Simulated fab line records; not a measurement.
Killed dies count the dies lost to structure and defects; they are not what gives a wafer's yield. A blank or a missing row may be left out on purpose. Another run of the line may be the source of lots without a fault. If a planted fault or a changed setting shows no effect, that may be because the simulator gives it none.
Code-filled problem report in 8D (eight disciplines) form :: flow n5_finfet :: the parts of the form that need people (team, actions taken, sign-off) are left out

1. THE ISSUE
raw_defect_count at N5_FIN_SAQP_INSPECT_40 reads a mean of 964 on 3 wafers of 2 lots; wafers without a fault read 223 with a standard deviation of 57. Relative to the usual mean, that is a shift of +13 standard deviations.
The step: inspects for defects (brightfield).
First observed at day 2 20:40: wafer L869.1, on defect_inspect-02. The record holds 24 wafers of 8 lots with a number at this step. The rule behind "out" and "out of limits": a value lying over 4 standard deviations away from the usual mean. The other wafers with a number count as sound.

2. WHAT IT IS, WHAT IT ISN'T
question: which readings at this step
is: raw_defect_count
is not: -

question: which lots
is: L869, L875
is not: L866, L872, L880, L885, L887, L888

question: which wafers of those lots
is: L869.1, L875.2, L875.6
is not: L869.3, L869.5, L875.4

question: read on which gauges
is: defect_inspect-02
is not: defect_inspect-01

question: when
is: from day 2 20:40
is not: up to then (5 sound wafers); but 16 sound wafers of L872, L875, L880, L885, L887, L888 came after

3. SUSPECTS, AND WHAT RULES EACH OUT
Counting: a tool at a process step up to the reading stays a suspect if it ran every lot that is out. Sound lots after the first of them don't rule it out here, since some wafers of a struck lot are sound.
- ruled out: the gauge at N5_FIN_SAQP_INSPECT_40. All the wafers that are out were read on defect_inspect-02, but those of them that N5_PASSIVATION_PROBE_49 has rows for are out there too, on other tools.
- ald_sin-04 at N5_FIN_SAQP_SPACER1_ALD_24 (deposits SiO2, target thk 20.3 nm, pulse time 1 s, purge time 2 s): kept. It ran every lot that is out, first L869 (day 2 16:53); its last sound lot up to then is L866 (day 1 23:58).
- rie_si-04 at N5_FIN_SAQP_FIN_ETCH_36 (etches the open film in HBr/Cl2/O2, target depth 120 nm, time 50.4 s): kept. It ran every lot that is out, first L869 (day 2 20:25).
- The sound lot-mates ran in chamber 0 of ald_sin-04 at N5_FIN_SAQP_SPACER1_ALD_24, but the wafers that are out ran in chamber 3.
The count leaves rie_si-04 at N5_FIN_SAQP_FIN_ETCH_36 and ald_sin-04 at N5_FIN_SAQP_SPACER1_ALD_24.

4. THE CAUSE (what the simulator had put in)
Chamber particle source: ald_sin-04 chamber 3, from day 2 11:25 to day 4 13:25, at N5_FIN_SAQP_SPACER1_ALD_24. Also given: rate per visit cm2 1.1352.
Of the 2 suspects that counting leaves, this tool is one.

5. THE EFFECT CHAIN, in route order
One row per reading whose mean, taken over the struck wafers that have a number, lies over 3 standard deviations from the usual. Only readings for which the record gives a usual standard deviation are gone through. hours: the time from each lot's start at the first step in this table that gives one to its start at this step, as a median over the lots. sigmas: the change in usual standard deviations.
hours: 0
step: N5_FIN_SAQP_INSPECT_40
reading: raw_defect_count
usual: 223
on struck wafers: 964
change: +741
sigmas: +13

hours: 0
step: N5_FIN_CUT_INSPECT_10
reading: raw_defect_count
usual: 41
on struck wafers: 769
change: +728
sigmas: +66

hours: 2
step: N5_FIN_CUT_INSPECT_17
reading: raw_defect_count
usual: 227
on struck wafers: 968
change: +741
sigmas: +12

hours: 260
step: N5_PASSIVATION_PROBE_49
reading: defect_limited_yield
usual: 91.3 %
on struck wafers: 81.3
change: -10.0
sigmas: -7.2

hours: 260
step: N5_PASSIVATION_PROBE_49
reading: killed_at_front_end
usual: 39
on struck wafers: 158
change: +119
sigmas: +11

hours: 260
step: N5_PASSIVATION_PROBE_49
reading: killed_dies
usual: 103
on struck wafers: 221
change: +118
sigmas: +7.4

hours: 260
step: N5_PASSIVATION_PROBE_49
reading: sort_bin_5_function
usual: 5.1 %
on struck wafers: 11.3
change: +6.2
sigmas: +7.0

hours: 260
step: N5_PASSIVATION_PROBE_49
reading: sort_n_pass
usual: 1077
on struck wafers: 959
change: -118
sigmas: -7.4

hours: 260
step: N5_PASSIVATION_PROBE_49
reading: sort_yield_pct
usual: 91.3 %
on struck wafers: 81.3
change: -10.0
sigmas: -7.2
It contains these process steps:
- N5_PASSIVATION_PROBE_49
Later measuring or inspecting steps at which every struck wafer that the step has a row for has a number for every such reading, and none has moved that far: N5_BEOL_M4_RC_MEAS_101.

6. WHAT WOULD HAVE CAUGHT IT SOONER
Counted from the fault's start at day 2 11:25, it took 9 hours until the first out-of-limits reading at a measuring or inspecting step in this record, taken at day 2 20:40.
An alarm limit of 4 standard deviations would not have fired on the tool readings at N5_FIN_SAQP_SPACER1_ALD_24 for which the record gives a usual standard deviation, since none of them was out on any struck wafer.
L875, from the lots that are out (2), started N5_FIN_SAQP_SPACER1_ALD_24 on ald_sin-04 later than day 2 20:40. Putting the tool on hold at that point would have spared it.
